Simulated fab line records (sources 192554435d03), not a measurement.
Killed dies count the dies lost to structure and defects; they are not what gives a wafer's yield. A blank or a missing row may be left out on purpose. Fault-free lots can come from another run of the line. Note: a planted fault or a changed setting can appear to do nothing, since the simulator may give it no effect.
Problem report in the 8D (eight disciplines) form, filled by code | flow n5-finfet | the parts of the form that need people (team, actions taken, sign-off) are left out

## 1. WHAT IS WRONG
A mean of 85 is read at N5_PASSIVATION_PROBE_49 for killed_at_M4_up, taken on 1 wafer of 1 lot, against 13 (standard deviation 5.1) on wafers free of any fault. Measured from the usual mean, that is +14 standard deviations.
First seen on wafer L618.4, day 15 08:09, on prober-02. The record holds 3 wafers of 1 lot with a number at this step. By rule, "out" or "out of limits" means more than 4 standard deviations away from the usual mean. Any other wafer with a number is counted as sound.

## 2. WHAT IT IS; WHAT IT IS NOT
question                    | is                             | is not
which readings at this step | killed_at_M4_up, killed-on-rim | killed_at_M0_to_M3, killed-at-contacts, killed-at-front-end, killed-at-other, killed-open, killed-short, sort_bin_6_memory
which lots                  | L618                           | -
which wafers of those lots  | L618.4                         | L618.2, L618.3
read on which tools         | prober-02                      | -
when                        | from day 15 08:09              | up to then (2 sound wafers)

## 3. SUSPECTS, AND WHAT RULES EACH OUT
Counting: any tool at a process step up to the reading remains a suspect provided it ran every lot that is out. Sound lots after the first of them don't rule it out here, since some wafers of a struck lot are sound.
- pvd-sputter-03 at N5_BEOL_M11_PRE_CLEAN_45 (time 30 s): kept. It ran the lot that is out, L618 (day 13 18:55).
- rie-diel-05 at N5_PASSIVATION_ETCH_15 (etches SiCN in CF4/N2, target depth 75 nm, time 81.2 s): kept. It ran the lot that is out, L618 (day 15 08:03). Because N5_PASSIVATION_ETCH_15 lacks a start for some lots, the hours and order of its lots are taken from N5_PASSIVATION_PROBE_49.
- prober-02 at N5_PASSIVATION_PROBE_49: kept. It ran the lot that is out, L618 (day 15 08:03). On those wafers its own readings are out: killed_at_M4_up, killed-on-rim.
After the count, these remain: pvd-sputter-03 at N5_BEOL_M11_PRE_CLEAN_45, rie-diel-05 at N5_PASSIVATION_ETCH_15 and prober-02 at N5_PASSIVATION_PROBE_49.

## 4. THE CAUSE (what the simulator had put in)
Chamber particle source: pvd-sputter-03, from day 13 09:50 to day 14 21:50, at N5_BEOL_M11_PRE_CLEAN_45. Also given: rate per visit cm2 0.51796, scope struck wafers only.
This tool is one of the 3 suspects left after counting.

## 5. SEQUENCE OF EFFECTS, ordered by route
One row per reading whose mean, taken over the struck wafers that have a number, lies over 3 standard deviations from the usual. Only readings for which the record gives a usual standard deviation are gone through. hours: the time from each lot's start at the first step in this table that gives one to its start at this step, as a median over the lots. sigmas: the change in usual standard deviations.
hours | step                    | reading              | usual  | on struck wafers | change | sigmas
0     | N5_PASSIVATION_PROBE_49 | defect-limited-yield | 91.2 % | 86.4             | -4.8   | -3.4
0     | N5_PASSIVATION_PROBE_49 | killed_at_M4_up      | 13     | 85               | +72    | +14
0     | N5_PASSIVATION_PROBE_49 | killed-dies          | 104    | 160              | +56    | +3.5
0     | N5_PASSIVATION_PROBE_49 | killed-on-rim        | 14     | 30               | +16    | +4.1
0     | N5_PASSIVATION_PROBE_49 | sort_bin_5_function  | 5.1 %  | 8.5              | +3.4   | +3.7
0     | N5_PASSIVATION_PROBE_49 | sort-n-pass          | 1076   | 1020             | -56    | -3.5
0     | N5_PASSIVATION_PROBE_49 | sort-yield-pct       | 91.2 % | 86.4             | -4.8   | -3.4
Process steps it contains:
- N5_PASSIVATION_PROBE_49

## 6. HOW IT WOULD HAVE BEEN CAUGHT EARLIER
In this record the first reading out of limits was taken at day 15 08:09, 46 hours after the fault began at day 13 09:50.
No tool reading at N5_BEOL_M11_PRE_CLEAN_45 that has a usual standard deviation in the record was out on any struck wafer, so an alarm limit of 4 standard deviations on those readings would not have fired.
By day 15 08:09 the whole set of lots that are out, 1 in number, had already begun N5_BEOL_M11_PRE_CLEAN_45 on pvd-sputter-03. Holding the tool at that point would not have protected any of them.
